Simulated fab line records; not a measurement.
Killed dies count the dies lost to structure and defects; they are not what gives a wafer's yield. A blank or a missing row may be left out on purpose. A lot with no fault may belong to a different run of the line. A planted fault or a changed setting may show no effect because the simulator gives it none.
Split-lot trial    flow n5_finfet    route with 1938 steps; 7 lots, 21 wafers read

== SPLIT DETAILS ==
At N5_BEOL_M6_COAT_60 (time 60 s, resist thk 35 nm), the setting spin_rpm was moved away from the recipe's 1500 rpm on 6 of the 21 wafers read, by -10.1% to +9.1%. All remaining wafers had this setting at the recipe value.

== FROM THE SPLIT TO THE READING: what the file shows between them, 3 steps ==
- N5_BEOL_M6_COAT_05: resist thk 90 nm
- N5_BEOL_M6_EBR_07
- N5_BEOL_M6_DESCUM_16: chemistry O2, time 7.9 s

== THE READING ==
CAR-ArF_of_BEOL_M6_COAT_05.thk_nm (the simulator's own value, which no gauge read), in nm, at N5_BEOL_M6_ETCH_61 (etches SiARC in CF4, target depth 45.5 nm, time 75.8 s). There is no usual value for it anywhere in the file. The 15 wafers here that ran the recipe average 51.0 nm, standard deviation 0.34 nm.

wafer   tool, chamber at the split  spin_rpm as run, rpm  against the recipe  CAR-ArF_of_BEOL_M6_COAT_05.thk_nm, nm  against lot-mates on the recipe
L076.2  litho_track-01, 0           1500                  recipe              51.2                                   -
L076.4  litho_track-01, 0           1500                  recipe              51.4                                   -
L076.6  litho_track-01, 0           1457                  -2.9%               50.8                                   -0.5
L078.1  litho_track-05, 0           1500                  recipe              51.6                                   -
L078.3  litho_track-05, 0           1500                  recipe              51.4                                   -
L078.6  litho_track-05, 0           1348                  -10.1%              49.2                                   -2.3
L079.2  litho_track-03, 0           1500                  recipe              50.8                                   -
L079.5  litho_track-03, 0           1558                  +3.9%               51.4                                   +0.7
L079.6  litho_track-03, 0           1500                  recipe              50.6                                   -
L083.3  litho_track-01, 0           1500                  recipe              51.4                                   -
L083.5  litho_track-01, 0           1500                  recipe              51.2                                   -
L083.6  litho_track-01, 0           1500                  recipe              51.2                                   -
L086.1  litho_track-01, 0           1500                  recipe              51                                     -
L086.5  litho_track-01, 0           1610                  +7.3%               52                                     +1.0
L086.6  litho_track-01, 0           1500                  recipe              51                                     -
L094.2  litho_track-05, 0           1636                  +9.1%               52.4                                   +1.6
L094.3  litho_track-05, 0           1636                  +9.1%               52.2                                   +1.4
L094.6  litho_track-05, 0           1500                  recipe              50.8                                   -
L096.2  litho_track-01, 0           1500                  recipe              50.6                                   -
L096.5  litho_track-01, 0           1500                  recipe              51                                     -
L096.6  litho_track-01, 0           1500                  recipe              50.4                                   -

FIT RESULTS
A straight line over all 21 wafers: CAR-ArF_of_BEOL_M6_COAT_05.thk_nm changes by +0.149 nm for each +1% of spin_rpm; r = +0.89; the points scatter about the line by 0.32 nm.
The same after taking each lot's own level away (the mean of its wafers on the recipe; 21 wafers): +0.183 nm for each +1%; r = +0.97; scatter 0.18 nm.
The reading moves by 1.9 nm for the largest change in spin_rpm, on that fit.
From 50.67 to 51.50 nm: that is the span of the lots' own levels, equal to 2.5 times the standard deviation above.
Hence the slope depends on the lot-to-lot level, as the two fits are not the same.
Check: -1.63 nm against its lot-mates is what the line predicts for one of the wafers moved furthest among these (-10.1%) when that wafer is left out of the fit. It came out at -2.3 nm against them.

== THE OTHER SPLITS THESE WAFERS WENT THROUGH ==
These wafers also went through other splits before the reading. Each is held against what the fit with the lots' levels taken away leaves over:
other split on the same wafers     wafers away from the commonest value  r with CAR-ArF_of_BEOL_M6_COAT_05.thk_nm (lot level and that fit taken away)
N5_BEOL_M3_ETCH_41 target_depth_a  5                                     -0.07
N5_BEOL_M5_ETCH_72 bias_w          7                                     +0.18
N5_BEOL_M5_COAT_22 spin_rpm        8                                     +0.14

== THE WHOLE CHAIN: every reading that the file lists as answering this split, in the file's order ==
step                what it does                                                          reading                                                                             change (the file's fit)                                                               r (the file's)
N5_BEOL_M6_COAT_60  time 60 s, resist thk 35 nm                                           SiARC_of_BEOL_M6_COAT_60.thk_nm (the simulator's own value, which no gauge read)    -0.192 nm for each +1% of the setting                                                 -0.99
N5_BEOL_M6_ETCH_61  etches SiARC in CF4, target depth 45.5 nm, time 75.8 s                etch_rf_on_time_s                                                                   withheld for each +1% of the setting                                                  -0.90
N5_BEOL_M6_ETCH_61  etches SiARC in CF4, target depth 45.5 nm, time 75.8 s                etch.depth_nm (the simulator's own value, which no gauge read)                      -0.186 nm for each +1% of the setting                                                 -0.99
N5_BEOL_M6_ETCH_61  etches SiARC in CF4, target depth 45.5 nm, time 75.8 s                CAR-ArF_of_BEOL_M6_COAT_05.thk_nm (the simulator's own value, which no gauge read)  +0.185 nm for each +1% of the setting                                                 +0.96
N5_BEOL_M6_ETCH_62  etches SOC in N2/H2, target depth 110 nm, overetch 22 nm, time 165 s  SiARC_of_BEOL_M6_COAT_60.thk_nm (the simulator's own value, which no gauge read)    -0.184 nm for each +1% of the setting, in a fit together with time_s@BEOL_M6_ETCH_62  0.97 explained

== FILE'S OWN FIT ==
CAR-ArF_of_BEOL_M6_COAT_05.thk_nm changes by +0.185 nm for each +1% of spin_rpm, r = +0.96.
